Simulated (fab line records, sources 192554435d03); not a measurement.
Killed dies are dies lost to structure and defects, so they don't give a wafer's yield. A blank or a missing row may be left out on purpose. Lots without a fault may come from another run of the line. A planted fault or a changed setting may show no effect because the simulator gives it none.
One fault seen from 2 desks | flow n5_finfet | each desk has only its own numbers; what lay behind them comes last

THE TOOL OWNER'S DESK: pecvd-03
The tool's own readings at N5_BEOL_M0_SAQP_PECVD_00 (deposits SiCN from 3MS/NH3, target thk 8 nm, time 14 s): means of the sampled wafers that have a number, for each lot that ran on this tool. A lot is out of limits, marked OUT, if its mean lies more than 4 standard deviations from the usual mean; the brackets give that distance.
Columns: A = showerhead_plenum_p_Torr at N5_BEOL_M0_SAQP_PECVD_00, usual 3.658 Torr; B = throttle_valve_pct at N5_BEOL_M0_SAQP_PECVD_00, usual 9.3 %
lot  | first seen here | A     | B
L900 | day 5 19:31     | 3.654 | 8.6
L905 | day 7 03:56     | 3.660 | 9.3
L906 | day 7 07:26     | 3.653 | 9.0
L910 | day 8 10:02     | 3.659 | 9.6
L912 | day 8 23:08     | 3.651 | 9.5
This desk's finding: nothing out of limits on any of the 5 lots.

THE METROLOGY DESK
What the gauges read, lot by lot, whatever tool the lot ran on: means of the sampled wafers that have a number. A lot is out of limits, marked OUT, if its mean lies more than 4 standard deviations from the usual mean; the brackets give that distance. Of its 10 readings 7 are shown: those that lie furthest out on some lot.
Columns: A = DIBL_N at N5_BEOL_M4_RC_MEAS_101, usual 36.3 mV/V; B = DIBL_P at N5_BEOL_M4_RC_MEAS_101, usual 36.2 mV/V; C = IOFF_N at N5_BEOL_M4_RC_MEAS_101, usual 0.16 nA/um; D = IOFF_P at N5_BEOL_M4_RC_MEAS_101, usual 0.21 nA/um; E = ION_P at N5_BEOL_M4_RC_MEAS_101, usual 461 uA/um; F = SS_N at N5_BEOL_M4_RC_MEAS_101, usual 71.6 mV/dec; G = VT_N at N5_BEOL_M4_RC_MEAS_101, usual 251 mV
lot  | first seen here | A    | B    | C    | D    | E   | F    | G
L899 | day 7 15:59     | 37.2 | 36.8 | 0.15 | 0.22 | 466 | 71.2 | 252
L900 | day 7 19:15     | 34.2 | 34.8 | 0.14 | 0.17 | 452 | 71.2 | 254
L901 | day 8 12:02     | 35.4 | 35.1 | 0.15 | 0.18 | 454 | 72.0 | 251
L903 | day 8 20:27     | 34.1 | 34.1 | 0.13 | 0.20 | 465 | 70.6 | 253
L904 | day 9 00:52     | 39.8 | 39.6 | 0.25 | 0.28 | 462 | 72.5 | 245
L905 | day 9 13:11     | 35.5 | 34.8 | 0.13 | 0.17 | 453 | 71.3 | 254
L906 | day 9 17:47     | 35.3 | 33.0 | 0.13 | 0.18 | 460 | 70.9 | 253
L910 | day 10 13:17    | 34.2 | 36.2 | 0.13 | 0.19 | 466 | 70.9 | 253
L912 | day 11 05:43    | 36.4 | 38.2 | 0.18 | 0.25 | 474 | 71.8 | 246
L917 | day 12 04:56    | 36.1 | 36.2 | 0.15 | 0.19 | 458 | 71.7 | 253
L920 | day 13 07:39    | 36.1 | 35.4 | 0.13 | 0.17 | 458 | 71.1 | 253
This desk's finding: nothing out of limits on any of the 11 lots.

PUT TOGETHER
The tool owner's desk saw nothing out of limits.
The metrology desk saw nothing out of limits.

WHAT THE SIMULATOR HAD PUT IN
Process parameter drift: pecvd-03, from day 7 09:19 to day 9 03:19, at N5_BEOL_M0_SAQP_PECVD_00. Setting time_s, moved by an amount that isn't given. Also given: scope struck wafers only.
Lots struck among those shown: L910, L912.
